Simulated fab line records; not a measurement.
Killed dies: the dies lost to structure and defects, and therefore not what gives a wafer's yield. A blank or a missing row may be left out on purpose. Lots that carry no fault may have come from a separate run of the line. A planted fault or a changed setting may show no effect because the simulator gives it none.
Chamber matching | flow n5Finfet | 4 sister chambers for N5_ILD0_CMP_07 on cmp-03
The step polishes SiO2 flowable, stops on poly-Si, t overpolish 1.18 s, target thk 138.88 nm. 14 wafers are shown with their chamber, then 7 later ones without.

== EACH WAFER AND ITS CHAMBER ==
wafer  | chamber | motorCurrentA (A) | retainingRingPressureFrac
L074.1 | 0       | 13.0              | 1.004
L074.4 | 2       | 14.2              | 0.993
L074.6 | 1       | 10.2              | 0.988
L083.1 | 3       | 13.1              | 1.000
L083.5 | 2       | 14.3              | 0.999
L083.6 | 1       | 10.4              | 1.006
L085.1 | 0       | 13.5              | 0.997
L085.3 | 3       | 12.5              | 1.006
L085.5 | 3       | 12.6              | 1.000
L086.1 | 2       | 15.2              | 1.005
L086.3 | 3       | 12.9              | 1.012
L086.6 | 2       | 13.8              | 1.005
L087.2 | 3       | 12.9              | 0.993
L087.5 | 1       | 10.2              | 0.997

SIGNATURES (means of the wafers above)
reading                   | chamber 0 | chamber 1 | chamber 2 | chamber 3 | scatter within a chamber
motorCurrentA             | 13.250    | 10.267    | 14.375    | 12.800    | 0.379
retainingRingPressureFrac | 1.00050   | 0.99700   | 1.00050   | 1.00220   | 0.007
Rule: distance of a wafer from a chamber = root of the sum over the readings of ((wafer's reading minus chamber's mean) / reading's scatter) squared. If the next closest chamber is less than 2 further off than the closest, the wafer can't be placed; otherwise it belongs to the closest. The scatter is the square root of a quotient: the sum, over the shown wafers, of each reading's squared deviation from its chamber's mean, divided by wafers minus chambers.

== WAFERS MISSING THEIR CHAMBER ==
wafer  | motorCurrentA (A) | retainingRingPressureFrac
L087.6 | 14.2              | 1.004
L089.1 | 14.8              | 1.000
L089.4 | 10.7              | 1.000
L089.6 | 14.4              | 1.001
L094.2 | 15.2              | 0.996
L094.3 | 10.3              | 0.994
L094.6 | 14.2              | 0.995

== WHICH CHAMBER EACH ONE RAN IN ==
wafer  | from the rows above     | in truth
L087.6 | can't be placed: 2 or 0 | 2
L089.1 | 2                       | 2
L089.4 | 1                       | 1
L089.6 | 2                       | 2
L094.2 | 2                       | 2
L094.3 | 1                       | 1
L094.6 | can't be placed: 2 or 0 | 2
Placed correctly: 5 of 7. From these rows, 2 cannot be placed; in 2 the true chamber is one of the candidates. Placed wrongly: 0.
